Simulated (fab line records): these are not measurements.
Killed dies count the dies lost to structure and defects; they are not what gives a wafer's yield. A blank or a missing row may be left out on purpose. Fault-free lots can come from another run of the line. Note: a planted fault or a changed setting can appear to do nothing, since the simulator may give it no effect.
Problem report in the 8D (eight disciplines) form, filled by code	flow n5 finfet	the parts of the form that need people (team, actions taken, sign-off) are left out
Where a reading is given only as a bound, like >300, the bound stands for it, and a mean or a difference that rests on one is marked > or <: the true number lies beyond.

== 1. PROBLEM STATEMENT ==
raw defect count at N5_PASSIVATION_INSPECT_57 reads a mean of >300 on 2 wafers of 2 lots; wafers without a fault read 2.0 with a standard deviation of 1.3. So: +99 or more standard deviations from the usual mean.
The step: inspects for defects (macro).
The first sign was on wafer L960.6 at day 16 08:22, on defect inspect-01. Wafers with a number at this step in the record: 18, from 6 lots. By rule, "out" or "out of limits" means more than 4 standard deviations away from the usual mean. All remaining wafers that have a number are taken as sound.

== 2. WHAT IT IS, WHAT IT ISN'T ==
question	is	is not
which readings at this step	raw defect count	-
which lots	L960, L961	L950, L952, L953, L967
which wafers of those lots	L960.6, L961.1	L960.1, L960.5, L961.2, L961.5
read on which gauges	defect inspect-01, defect inspect-02	-
when	from day 16 08:22	up to then (11 sound wafers); but 5 sound wafers of L961, L967 came after

== 3. SUSPECTS, AND WHAT RULES EACH OUT ==
Counting: any tool at a process step up to the reading remains a suspect provided it ran every lot that is out. Sound lots after the first of them don't rule it out here, since some wafers of a struck lot are sound.
- the gauge at N5_PASSIVATION_INSPECT_57 is ruled out. The wafers that are out were read on 2 gauges (defect inspect-01, defect inspect-02).
- wet bench-01 at N5_PASSIVATION_STRIP_52 (strips in post etch residue remover, time 1200 s): kept. Every lot that is out went through it, the first being L960 (day 16 05:36); the last sound lot it ran before that was L953 (day 14 09:47).
- prober-02 at N5_PASSIVATION_PROBE_49: kept. It ran every lot that is out, first L960 (day 16 08:01). Its own defect limited yield, killed at other, killed dies, sort_bin_5_function, sort n pass, sort yield pct readings are out on those wafers.
The count leaves prober-02 at N5_PASSIVATION_PROBE_49 and wet bench-01 at N5_PASSIVATION_STRIP_52.

== 4. THE CAUSE (what the simulator had put in) ==
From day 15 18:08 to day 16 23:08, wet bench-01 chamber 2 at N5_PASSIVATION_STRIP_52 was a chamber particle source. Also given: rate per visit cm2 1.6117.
Of the 2 suspects that counting leaves, this tool is one.

== 5. THE CHAIN OF EFFECTS, in route order ==
One row per reading whose mean, taken over the struck wafers that have a number, lies over 3 standard deviations from the usual. Scope: only readings with a usual standard deviation given in the record; hours: median across lots of the time from each lot's start at the first step in this table that gives one to its start at this step; sigmas: change in usual standard deviations.
hours	step	reading	usual	on struck wafers	change	sigmas
0	N5_PASSIVATION_PROBE_49	defect limited yield	91.7 %	79.4	-12.3	-10
0	N5_PASSIVATION_PROBE_49	killed at other	3.0	160.0	+157.0	+60
0	N5_PASSIVATION_PROBE_49	killed dies	97	244	+146	+10
0	N5_PASSIVATION_PROBE_49	sort_bin_5_function	4.8 %	13.1	+8.3	+10
0	N5_PASSIVATION_PROBE_49	sort n pass	1083	936	-146	-10
0	N5_PASSIVATION_PROBE_49	sort yield pct	91.7 %	79.4	-12.3	-10
0	N5_PASSIVATION_INSPECT_57	raw defect count	2.0	>300	>+298	+99 or more
Here are the process steps it includes:
- N5_PASSIVATION_PROBE_49

== 6. HOW IT WOULD HAVE BEEN CAUGHT EARLIER ==
14 hours passed between the start of the fault at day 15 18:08 and the first reading out of limits at a measuring or inspecting step in this record, taken at day 16 08:22.
Lots out: 2; of these, L961 started N5_PASSIVATION_STRIP_52 on wet bench-01 after day 16 08:22. Had the tool been put on hold then, it would have been spared.
